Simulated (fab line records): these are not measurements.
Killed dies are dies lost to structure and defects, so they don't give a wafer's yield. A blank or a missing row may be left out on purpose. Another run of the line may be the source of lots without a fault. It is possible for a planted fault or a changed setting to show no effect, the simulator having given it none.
fab line records -- flow nand-harc
[record] lots = 24, wafers = 72, last-day = 24
route steps=1159 shown A_CONTACT@959 A_BLC@985 A_M0@1004 A_M1@1046
lots with no fault: from the same line, run without faults
start-h: start of the lot's first displayed wafer, in hours after the record's first day -- wait-h: hours from the lot's prior step to this one -- " the same as in the row above -- L1.1+2: one row covering several wafers at once -- - value missing, or start not given -- * or withheld: withheld -- < > ~ a bound
route shown NAME@n: NAME is a module with steps in the file, n the number in the route of the first one -- usual: mean/standard deviation taken from wafers without a fault -- same: alike in all rows -- chamber/n: place in a boat -- sites: readings site by site -- _std_site: the values' standard deviation -- _edge_site: the outer-site mean with the inner-site mean subtracted -- radius-mm: how far each site lies from the wafer's centre -- mask NAME#n: copy n -- behind: tool/chamber where the wafer was last shaped -- hold: cause of the lot's hold/its duration in hours/its outcome -- device: names the non-switching transistor (n, p or np) -- end of line: at the end of the route, the tests of the same wafers -- a step without rows: its recipe alone -- killed: count of dies lost to structure and defects at first sort (not the wafer's yield) -- map: per-die view of a wafer (x killed, . not killed, _ where there is no die)
set.NAME: the setting that was run; set.NAME@STEP: the one run at that earlier step -- model.NAME: the simulator's own value behind a step, which no gauge read
one table for each step of the route and one row for each wafer, over a sample of lots
services: the hour from which a tool's chamber was out of use, counted from the record's first day as start-h (under 0 if before that day), plus the number of hours and why
[[steps]]
[step NHARC_A_CONTACT_CVD_19]
[recipe] target-thk-a = 3000, temp-c = 300, pressure-torr = 40, wf6-flow-sccm = 40, h2-flow-sccm = 1600, ar-flow-sccm = 1560, time-s = 802, material = W
[usual] heater-power-w = 484/77, throttle-valve-pct = 7.94/0.17
lot.wafer,tool,chamber,start-h,wait-h,heater-power-w,throttle-valve-pct
L074.2,cvd-w-02,0,-,-,391,7.73
L074.3,cvd-w-02,0,-,-,394,7.75
L074.4,cvd-w-02,1,-,-,535,8.03
L075.3,cvd-w-02,0,-,-,404,7.54
L075.4,cvd-w-02,1,-,-,517,8.08
L075.6,cvd-w-02,1,-,-,528,7.92
L079.2,cvd-w-01,0,-,-,466,8.12
L079.1,cvd-w-01,1,-,-,608,7.87
L079.6,cvd-w-01,1,-,-,614,7.63
L076.1,cvd-w-02,0,-,-,393,7.89
L076.6,cvd-w-02,0,-,-,386,7.86
L076.5,cvd-w-02,1,-,-,510,8.22
L081.1,cvd-w-02,0,-,-,387,7.89
L081.2,cvd-w-02,1,-,-,508,8.11
L081.6,cvd-w-02,1,-,-,515,8.08
L077.1,cvd-w-02,1,-,-,519,8.02
L077.6,cvd-w-02,0,-,-,398,7.73
L077.5,cvd-w-02,1,-,-,516,8.22
L080.1,cvd-w-02,0,-,-,397,7.94
L080.3,cvd-w-02,0,-,-,386,7.93
L080.6,cvd-w-02,0,-,-,399,7.57
L078.2,cvd-w-02,0,-,-,386,8.02
L078.1,cvd-w-02,1,-,-,527,7.99
L078.4,cvd-w-02,0,-,-,374,7.81
L082.2,cvd-w-01,0,-,-,467,7.98
L082.3,cvd-w-01,1,-,-,605,7.92
L082.6,cvd-w-01,1,-,-,612,7.97
L084.1,cvd-w-02,0,-,-,402,7.58
L084.2,cvd-w-02,1,-,-,527,8.03
L084.5,cvd-w-02,0,-,-,397,7.62
L086.1,cvd-w-01,1,-,-,619,7.92
L086.6,cvd-w-01,0,-,-,481,8.22
L086.5,cvd-w-01,1,-,-,602,8.03
L085.1,cvd-w-01,1,-,-,608,8.26
L085.4,cvd-w-01,0,-,-,460,7.79
L085.6,cvd-w-01,1,-,-,611,7.82
L083.1,cvd-w-01,1,-,-,602,8.11
L083.3,cvd-w-01,1,-,-,609,8.09
L083.6,cvd-w-01,0,-,-,469,8.00
L088.2,cvd-w-02,1,-,-,510,8.08
L088.3,cvd-w-02,1,-,-,521,8.12
L088.6,cvd-w-02,1,-,-,516,7.86
L087.1,cvd-w-01,0,-,-,470,8.03
L087.4,cvd-w-01,0,-,-,468,7.98
L087.3,cvd-w-01,1,-,-,606,8.04
L089.1,cvd-w-02,0,-,-,405,7.95
L089.6,cvd-w-02,0,-,-,384,7.78
L089.5,cvd-w-02,1,-,-,521,8.05
L090.4,cvd-w-02,0,-,-,389,7.79
L090.6,cvd-w-02,0,-,-,397,7.55
L090.5,cvd-w-02,1,-,-,508,8.13
L092.4,cvd-w-01,1,-,-,608,7.85
L092.5,cvd-w-01,0,-,-,465,8.04
L092.6,cvd-w-01,1,-,-,589,7.94
L093.1,cvd-w-02,0,-,-,397,7.73
L093.4,cvd-w-02,0,-,-,394,8.11
L093.3,cvd-w-02,1,-,-,525,8.06
L091.1,cvd-w-02,1,-,-,531,8.04
L091.3,cvd-w-02,0,-,-,402,7.82
L091.4,cvd-w-02,1,-,-,516,8.03
L094.4,cvd-w-02,0,-,-,399,7.93
L094.6,cvd-w-02,0,-,-,386,7.73
L094.5,cvd-w-02,1,-,-,525,8.15
L095.1,cvd-w-02,1,-,-,519,8.33
L095.2,cvd-w-02,0,-,-,386,8.06
L095.4,cvd-w-02,0,-,-,386,7.88
L096.4,cvd-w-02,0,-,-,405,7.57
L096.3,cvd-w-02,1,-,-,501,8.30
L096.6,cvd-w-02,1,-,-,517,8.17
L097.2,cvd-w-01,0,-,-,456,7.59
L097.1,cvd-w-01,1,-,-,628,7.84
L097.4,cvd-w-01,0,-,-,459,7.84
[step NHARC_A_BLC_DEGAS_30]
[recipe] temp-c = 300, time-s = 60
[usual] heater-power-w = 457/61
lot.wafer,tool,chamber,start-h,wait-h,heater-power-w
L074.4,pvd-sputter-01,-,400.49,-,558
L074.3,pvd-sputter-01,-,400.49,-,427
L074.2,pvd-sputter-01,-,400.49,-,453
L075.4,pvd-sputter-02,-,402.60,-,396
L075.3,pvd-sputter-02,-,402.60,-,389
L075.6,pvd-sputter-02,-,402.60,-,497
L076.1,pvd-sputter-01,-,412.11,-,447
L076.6,pvd-sputter-01,-,412.11,-,541
L076.5,pvd-sputter-01,-,412.11,-,422
L079.1,pvd-sputter-02,-,412.28,-,388
L079.2,pvd-sputter-02,-,412.28,-,500
L079.6,pvd-sputter-02,-,412.28,-,400
L081.2,pvd-sputter-01,-,420.18,-,454
L081.1,pvd-sputter-01,-,420.18,-,538
L081.6,pvd-sputter-01,-,420.18,-,437
L077.1,pvd-sputter-01,-,422.40,-,537
L077.5,pvd-sputter-01,-,422.40,-,454
L077.6,pvd-sputter-01,-,422.40,-,533
L080.1,pvd-sputter-01,-,426.36,-,450
L080.3,pvd-sputter-01,-,426.36,-,526
L080.6,pvd-sputter-01,-,426.36,-,529
L078.4,pvd-sputter-02,-,427.26,-,391
L078.2,pvd-sputter-02,-,427.26,-,416
L078.1,pvd-sputter-02,-,427.26,-,496
L082.2,pvd-sputter-01,-,450.51,-,545
L082.3,pvd-sputter-01,-,450.51,-,535
L082.6,pvd-sputter-01,-,450.51,-,432
L084.1,pvd-sputter-02,-,456.57,-,508
L084.2,pvd-sputter-02,-,456.57,-,417
L084.5,pvd-sputter-02,-,456.57,-,375
L086.1,pvd-sputter-02,-,456.89,-,415
L086.5,pvd-sputter-02,-,456.89,-,416
L086.6,pvd-sputter-02,-,456.89,-,509
L085.1,pvd-sputter-02,-,461.44,-,402
L085.4,pvd-sputter-02,-,461.44,-,503
L085.6,pvd-sputter-02,-,461.44,-,397
L083.1,pvd-sputter-02,-,462.29,-,495
L083.3,pvd-sputter-02,-,462.29,-,393
L083.6,pvd-sputter-02,-,462.29,-,506
L088.3,pvd-sputter-01,-,469.93,-,455
L088.2,pvd-sputter-01,-,469.93,-,538
L088.6,pvd-sputter-01,-,469.93,-,426
L087.3,pvd-sputter-03,-,482.32,-,549
L087.1,pvd-sputter-03,-,482.32,-,519
L087.4,pvd-sputter-03,-,482.32,-,485
L089.1,pvd-sputter-02,-,483.05,-,390
L089.5,pvd-sputter-02,-,483.05,-,378
L089.6,pvd-sputter-02,-,483.05,-,396
L090.4,pvd-sputter-02,-,496.06,-,393
L090.5,pvd-sputter-02,-,496.06,-,384
L090.6,pvd-sputter-02,-,496.06,-,415
L092.4,pvd-sputter-03,-,506.98,-,537
L092.5,pvd-sputter-03,-,506.98,-,512
L092.6,pvd-sputter-03,-,506.98,-,355
L093.3,pvd-sputter-02,-,508.80,-,501
L093.1,pvd-sputter-02,-,508.80,-,381
L093.4,pvd-sputter-02,-,508.80,-,399
L091.4,pvd-sputter-01,-,509.59,-,552
L091.1,pvd-sputter-01,-,509.59,-,426
L091.3,pvd-sputter-01,-,509.59,-,532
L094.4,pvd-sputter-02,-,516.20,-,490
L094.6,pvd-sputter-02,-,516.20,-,498
L094.5,pvd-sputter-02,-,516.20,-,373
L095.4,pvd-sputter-01,-,528.86,-,537
L095.1,pvd-sputter-01,-,528.86,-,454
L095.2,pvd-sputter-01,-,528.86,-,523
L096.3,pvd-sputter-01,-,532.18,-,534
L096.4,pvd-sputter-01,-,532.18,-,537
L096.6,pvd-sputter-01,-,532.18,-,440
L097.1,pvd-sputter-03,-,537.22,-,514
L097.4,pvd-sputter-03,-,537.22,-,478
L097.2,pvd-sputter-03,-,537.22,-,545
[step NHARC_A_M0_CD_MEAS_09]
[recipe] target-cd-nm = 80, landing-energy-ev = 500
[usual] cd-nm = 80.1/0.63
lot.wafer,tool,chamber,start-h,wait-h,cd-nm
L074.2,cd-sem-03,0,402.85,-,79.3
L074.3,cd-sem-03,0,402.85,-,80.9
L074.4,cd-sem-03,0,402.85,-,81.7
L075.3,cd-sem-03,0,410.07,-,80.6
L075.4,cd-sem-03,0,410.07,-,80.8
L075.6,cd-sem-03,0,410.07,-,79.7
L076.1,cd-sem-02,0,414.40,-,80.2
L076.5,cd-sem-02,0,414.40,-,80.1
L076.6,cd-sem-02,0,414.40,-,79.3
L079.1,cd-sem-01,0,414.60,-,80.2
L079.2,cd-sem-01,0,414.60,-,79.3
L079.6,cd-sem-01,0,414.60,-,79.8
L081.1,cd-sem-02,0,425.36,-,79.7
L081.2,cd-sem-02,0,425.36,-,78.9
L081.6,cd-sem-02,0,425.36,-,79.5
L077.1,cd-sem-02,0,426.22,-,80.4
L077.5,cd-sem-02,0,426.22,-,80.6
L077.6,cd-sem-02,0,426.22,-,80.7
L080.1,cd-sem-02,0,434.86,-,79.4
L080.3,cd-sem-02,0,434.86,-,80.1
L080.6,cd-sem-02,0,434.86,-,80.0
L078.1,cd-sem-02,0,435.69,-,80.0
L078.2,cd-sem-02,0,435.69,-,80.6
L078.4,cd-sem-02,0,435.69,-,80.0
L082.2,cd-sem-02,0,454.05,-,80.0
L082.3,cd-sem-02,0,454.05,-,80.9
L082.6,cd-sem-02,0,454.05,-,80.7
L084.1,cd-sem-01,0,458.88,-,81.6
L084.2,cd-sem-01,0,458.88,-,80.3
L084.5,cd-sem-01,0,458.88,-,80.9
L086.1,cd-sem-03,0,459.31,-,80.5
L086.5,cd-sem-03,0,459.31,-,80.5
L086.6,cd-sem-03,0,459.31,-,80.0
L085.1,cd-sem-02,0,463.78,-,80.0
L085.4,cd-sem-02,0,463.78,-,79.7
L085.6,cd-sem-02,0,463.78,-,79.6
L083.1,cd-sem-02,0,464.48,-,80.1
L083.3,cd-sem-02,0,464.48,-,80.1
L083.6,cd-sem-02,0,464.48,-,79.6
L088.2,cd-sem-01,0,473.47,-,79.8
L088.3,cd-sem-01,0,473.47,-,80.4
L088.6,cd-sem-01,0,473.47,-,80.2
L087.1,cd-sem-02,0,492.76,-,80.4
L087.3,cd-sem-02,0,492.76,-,79.9
L087.4,cd-sem-02,0,492.76,-,80.6
L089.1,cd-sem-01,0,493.87,-,80.4
L089.5,cd-sem-01,0,493.87,-,79.8
L089.6,cd-sem-01,0,493.87,-,80.8
L090.4,cd-sem-03,0,498.38,-,80.1
L090.5,cd-sem-03,0,498.38,-,79.0
L090.6,cd-sem-03,0,498.38,-,79.7
L092.4,cd-sem-01,0,515.02,-,79.4
L092.5,cd-sem-01,0,515.02,-,78.4
L092.6,cd-sem-01,0,515.02,-,79.7
L093.1,cd-sem-01,0,515.39,-,79.4
L093.3,cd-sem-01,0,515.39,-,80.7
L093.4,cd-sem-01,0,515.39,-,80.0
L091.1,cd-sem-03,0,515.54,-,79.8
L091.3,cd-sem-03,0,515.54,-,80.0
L091.4,cd-sem-03,0,515.54,-,79.8
L094.4,cd-sem-02,0,520.88,-,80.1
L094.5,cd-sem-02,0,520.88,-,80.8
L094.6,cd-sem-02,0,520.88,-,79.7
L095.1,cd-sem-02,0,531.14,-,80.0
L095.2,cd-sem-02,0,531.14,-,80.0
L095.4,cd-sem-02,0,531.14,-,79.9
L096.3,cd-sem-02,0,535.48,-,81.2
L096.4,cd-sem-02,0,535.48,-,79.4
L096.6,cd-sem-02,0,535.48,-,79.0
L097.1,cd-sem-02,0,543.31,-,80.1
L097.2,cd-sem-02,0,543.31,-,79.8
L097.4,cd-sem-02,0,543.31,-,79.6
[step NHARC_A_M0_CD_MEAS_16]
[usual] cd-nm = 80.2/0.74
lot.wafer,tool,chamber,start-h,wait-h,cd-nm
L074.2,cd-sem-02,-,403.33,-,80.1
L074.3,cd-sem-02,-,403.33,-,81.9
L074.4,cd-sem-02,-,403.33,-,81.3
L075.3,cd-sem-02,-,410.56,-,80.9
L075.4,cd-sem-02,-,410.56,-,80.8
L075.6,cd-sem-02,-,410.56,-,81.1
L076.1,cd-sem-02,-,414.89,-,79.2
L076.5,cd-sem-02,-,414.89,-,79.9
L076.6,cd-sem-02,-,414.89,-,79.2
L079.1,cd-sem-03,-,415.08,-,81.0
L079.2,cd-sem-03,-,415.08,-,80.2
L079.6,cd-sem-03,-,415.08,-,79.3
L081.1,cd-sem-02,-,425.85,-,80.7
L081.2,cd-sem-02,-,425.85,-,79.5
L081.6,cd-sem-02,-,425.85,-,80.0
L077.1,cd-sem-02,-,426.71,-,80.6
L077.5,cd-sem-02,-,426.71,-,80.5
L077.6,cd-sem-02,-,426.71,-,80.6
L080.1,cd-sem-03,-,435.34,-,80.4
L080.3,cd-sem-03,-,435.34,-,80.0
L080.6,cd-sem-03,-,435.34,-,79.8
L078.1,cd-sem-02,-,436.18,-,80.4
L078.2,cd-sem-02,-,436.18,-,80.7
L078.4,cd-sem-02,-,436.18,-,80.4
L082.2,cd-sem-01,-,454.54,-,80.1
L082.3,cd-sem-01,-,454.54,-,80.1
L082.6,cd-sem-01,-,454.54,-,80.6
L084.1,cd-sem-01,-,459.41,-,81.5
L084.2,cd-sem-01,-,459.41,-,80.7
L084.5,cd-sem-01,-,459.41,-,81.1
L086.1,cd-sem-01,-,459.80,-,80.8
L086.5,cd-sem-01,-,459.80,-,81.1
L086.6,cd-sem-01,-,459.80,-,79.9
L085.1,cd-sem-03,-,464.31,-,79.6
L085.4,cd-sem-03,-,464.31,-,79.4
L085.6,cd-sem-03,-,464.31,-,80.6
L083.1,cd-sem-01,-,464.98,-,79.8
L083.3,cd-sem-01,-,464.98,-,80.4
L083.6,cd-sem-01,-,464.98,-,79.5
L088.2,cd-sem-01,-,473.96,-,80.5
L088.3,cd-sem-01,-,473.96,-,79.9
L088.6,cd-sem-01,-,473.96,-,79.4
L087.1,cd-sem-02,-,493.25,-,80.4
L087.3,cd-sem-02,-,493.25,-,80.1
L087.4,cd-sem-02,-,493.25,-,79.4
L089.1,cd-sem-02,-,494.37,-,80.7
L089.5,cd-sem-02,-,494.37,-,79.7
L089.6,cd-sem-02,-,494.37,-,79.9
L090.4,cd-sem-02,-,498.87,-,79.4
L090.5,cd-sem-02,-,498.87,-,79.7
L090.6,cd-sem-02,-,498.87,-,79.8
L092.4,cd-sem-02,-,515.64,0.1,80.1
L092.5,cd-sem-02,-,515.64,0.1,78.4
L092.6,cd-sem-02,-,515.64,0.1,79.9
L093.1,cd-sem-02,-,515.90,-,80.2
L093.3,cd-sem-02,-,515.90,-,80.9
L093.4,cd-sem-02,-,515.90,-,79.8
L091.1,cd-sem-01,-,516.04,-,81.1
L091.3,cd-sem-01,-,516.04,-,80.8
L091.4,cd-sem-01,-,516.04,-,80.1
L094.4,cd-sem-03,-,521.36,-,80.2
L094.5,cd-sem-03,-,521.36,-,80.0
L094.6,cd-sem-03,-,521.36,-,80.8
L095.1,cd-sem-02,-,531.62,-,80.2
L095.2,cd-sem-02,-,531.62,-,80.4
L095.4,cd-sem-02,-,531.62,-,80.1
L096.3,cd-sem-01,-,535.96,-,81.7
L096.4,cd-sem-01,-,535.96,-,79.7
L096.6,cd-sem-01,-,535.96,-,79.3
L097.1,cd-sem-03,-,543.79,-,81.4
L097.2,cd-sem-03,-,543.79,-,79.5
L097.4,cd-sem-03,-,543.79,-,79.7
[step NHARC_A_M0_PRE_CLEAN_29]
[recipe] time-s = 30, temp-c = 280, gas = H2/He
[usual] heater-power-w = 400/54
lot.wafer,tool,chamber,start-h,wait-h,heater-power-w
L074.4,pvd-sputter-03,-,-,-,300
L074.2,pvd-sputter-03,-,-,-,443
L074.3,pvd-sputter-03,-,-,-,456
L075.4,pvd-sputter-02,-,-,-,360
L075.3,pvd-sputter-02,-,-,-,453
L075.6,pvd-sputter-02,-,-,-,444
L076.1,pvd-sputter-03,-,-,-,302
L076.6,pvd-sputter-03,-,-,-,432
L076.5,pvd-sputter-03,-,-,-,454
L079.1,pvd-sputter-02,-,-,-,344
L079.2,pvd-sputter-02,-,-,-,342
L079.6,pvd-sputter-02,-,-,-,339
L081.1,pvd-sputter-02,-,-,-,432
L081.2,pvd-sputter-02,-,-,-,341
L081.6,pvd-sputter-02,-,-,-,340
L077.1,pvd-sputter-01,-,-,-,391
L077.5,pvd-sputter-01,-,-,-,472
L077.6,pvd-sputter-01,-,-,-,379
L080.1,pvd-sputter-03,-,-,-,436
L080.3,pvd-sputter-03,-,-,-,450
L080.6,pvd-sputter-03,-,-,-,434
L078.1,pvd-sputter-03,-,-,-,298
L078.2,pvd-sputter-03,-,-,-,442
L078.4,pvd-sputter-03,-,-,-,440
L082.3,pvd-sputter-01,-,-,-,373
L082.2,pvd-sputter-01,-,-,-,400
L082.6,pvd-sputter-01,-,-,-,477
L084.2,pvd-sputter-01,-,-,-,377
L084.1,pvd-sputter-01,-,-,-,462
L084.5,pvd-sputter-01,-,-,-,375
L086.1,pvd-sputter-02,-,-,-,332
L086.5,pvd-sputter-02,-,-,-,434
L086.6,pvd-sputter-02,-,-,-,339
L085.4,pvd-sputter-02,-,-,-,344
L085.1,pvd-sputter-02,-,-,-,349
L085.6,pvd-sputter-02,-,-,-,335
L083.3,pvd-sputter-01,-,-,-,371
L083.1,pvd-sputter-01,-,-,-,478
L083.6,pvd-sputter-01,-,-,-,399
L088.3,pvd-sputter-01,-,-,-,468
L088.2,pvd-sputter-01,-,-,-,485
L088.6,pvd-sputter-01,-,-,-,462
L087.1,pvd-sputter-01,-,-,-,383
L087.4,pvd-sputter-01,-,-,-,390
L087.3,pvd-sputter-01,-,-,-,475
L089.1,pvd-sputter-02,-,-,-,432
L089.6,pvd-sputter-02,-,-,-,346
L089.5,pvd-sputter-02,-,-,-,347
L090.4,pvd-sputter-02,-,-,-,441
L090.5,pvd-sputter-02,-,-,-,447
L090.6,pvd-sputter-02,-,-,-,344
L092.4,pvd-sputter-01,-,-,-,371
L092.6,pvd-sputter-01,-,-,-,383
L092.5,pvd-sputter-01,-,-,-,407
L093.1,pvd-sputter-03,-,-,-,453
L093.3,pvd-sputter-03,-,-,-,309
L093.4,pvd-sputter-03,-,-,-,429
L091.1,pvd-sputter-02,-,-,-,364
L091.4,pvd-sputter-02,-,-,-,438
L091.3,pvd-sputter-02,-,-,-,337
L094.4,pvd-sputter-02,-,-,-,373
L094.5,pvd-sputter-02,-,-,-,371
L094.6,pvd-sputter-02,-,-,-,432
L095.4,pvd-sputter-02,-,-,-,439
L095.1,pvd-sputter-02,-,-,-,334
L095.2,pvd-sputter-02,-,-,-,341
L096.4,pvd-sputter-02,-,-,-,439
L096.3,pvd-sputter-02,-,-,-,354
L096.6,pvd-sputter-02,-,-,-,339
L097.4,pvd-sputter-03,-,-,-,452
L097.2,pvd-sputter-03,-,-,-,319
L097.1,pvd-sputter-03,-,-,-,418
[step NHARC_A_M1_DEGAS_29]
[recipe] temp-c = 250, time-s = 60
[usual] heater-power-w = 334/44
lot.wafer,tool,chamber,start-h,wait-h,heater-power-w
L074.4,pvd-sputter-02,-,408.15,-,358
L074.3,pvd-sputter-02,-,408.15,-,278
L074.2,pvd-sputter-02,-,408.15,-,291
L075.3,pvd-sputter-01,-,415.28,-,386
L075.4,pvd-sputter-01,-,415.28,-,306
L075.6,pvd-sputter-01,-,415.28,-,382
L076.1,pvd-sputter-02,-,419.66,-,272
L076.6,pvd-sputter-02,-,419.66,-,362
L076.5,pvd-sputter-02,-,419.66,-,277
L079.2,pvd-sputter-01,-,419.84,-,311
L079.1,pvd-sputter-01,-,419.84,-,386
L079.6,pvd-sputter-01,-,419.84,-,309
L081.1,pvd-sputter-03,-,430.51,-,361
L081.2,pvd-sputter-03,-,430.51,-,245
L081.6,pvd-sputter-03,-,430.51,-,354
L077.1,pvd-sputter-02,-,431.50,-,290
L077.5,pvd-sputter-02,-,431.50,-,276
L077.6,pvd-sputter-02,-,431.50,-,304
L080.1,pvd-sputter-02,-,440.21,-,358
L080.3,pvd-sputter-02,-,440.21,-,273
L080.6,pvd-sputter-02,-,440.21,-,358
L078.2,pvd-sputter-03,-,441.02,-,349
L078.4,pvd-sputter-03,-,441.02,-,372
L078.1,pvd-sputter-03,-,441.02,-,351
L082.2,pvd-sputter-02,-,459.44,-,359
L082.3,pvd-sputter-02,-,459.44,-,291
L082.6,pvd-sputter-02,-,459.44,-,358
L084.2,pvd-sputter-01,-,464.06,-,309
L084.1,pvd-sputter-01,-,464.06,-,393
L084.5,pvd-sputter-01,-,464.06,-,325
L086.1,pvd-sputter-01,-,464.64,-,310
L086.6,pvd-sputter-01,-,464.64,-,311
L086.5,pvd-sputter-01,-,464.64,-,329
L085.4,pvd-sputter-03,-,469.56,-,346
L085.1,pvd-sputter-03,-,469.56,-,373
L085.6,pvd-sputter-03,-,469.56,-,395
L083.3,pvd-sputter-02,-,470.07,-,276
L083.1,pvd-sputter-02,-,470.07,-,275
L083.6,pvd-sputter-02,-,470.07,-,364
L088.2,pvd-sputter-03,-,479.15,-,393
L088.3,pvd-sputter-03,-,479.15,-,260
L088.6,pvd-sputter-03,-,479.15,-,338
L087.3,pvd-sputter-01,-,498.05,-,379
L087.1,pvd-sputter-01,-,498.05,-,396
L087.4,pvd-sputter-01,-,498.05,-,314
L089.1,pvd-sputter-01,-,499.30,-,384
L089.5,pvd-sputter-01,-,499.30,-,311
L089.6,pvd-sputter-01,-,499.30,-,330
L090.4,pvd-sputter-02,-,503.66,-,356
L090.6,pvd-sputter-02,-,503.66,-,288
L090.5,pvd-sputter-02,-,503.66,-,361
L092.4,pvd-sputter-02,-,520.84,-,354
L092.6,pvd-sputter-02,-,520.84,-,298
L092.5,pvd-sputter-02,-,520.84,-,356
L093.1,pvd-sputter-01,-,521.72,-,385
L093.3,pvd-sputter-01,-,521.72,-,322
L093.4,pvd-sputter-01,-,521.72,-,385
L091.4,pvd-sputter-03,-,522.82,-,365
L091.1,pvd-sputter-03,-,522.82,-,346
L091.3,pvd-sputter-03,-,522.82,-,392
L094.4,pvd-sputter-03,-,526.11,-,386
L094.6,pvd-sputter-03,-,526.11,-,343
L094.5,pvd-sputter-03,-,526.11,-,385
L095.4,pvd-sputter-01,-,536.46,-,383
L095.2,pvd-sputter-01,-,536.46,-,321
L095.1,pvd-sputter-01,-,536.46,-,383
L096.4,pvd-sputter-03,-,541.11,-,258
L096.3,pvd-sputter-03,-,541.11,-,349
L096.6,pvd-sputter-03,-,541.11,-,368
L097.1,pvd-sputter-03,-,548.71,-,397
L097.2,pvd-sputter-03,-,548.71,-,374
L097.4,pvd-sputter-03,-,548.71,-,254
[[services]]
tool,chamber,start-h,hours,kind
cvd-w-02,-,379.08,13.0,pm
cvd-w-02,0,379.08,13.0,vent-cycle
cvd-w-02,1,379.08,13.0,vent-cycle
pvd-sputter-02,-,392.02,10.0,pm
cvd-w-02,0,392.08,-,clean
cvd-w-02,1,392.08,-,clean
pvd-sputter-03,-,458.00,10.0,pm
pvd-sputter-03,-,473.76,3.9,repair
cvd-w-01,-,480.08,13.0,pm
cvd-w-01,0,480.08,13.0,vent-cycle
cvd-w-01,1,480.08,13.0,vent-cycle
cvd-w-01,0,493.08,-,clean
cvd-w-01,1,493.08,-,clean
pvd-sputter-01,-,540.14,10.0,pm
[[key]]
fault none
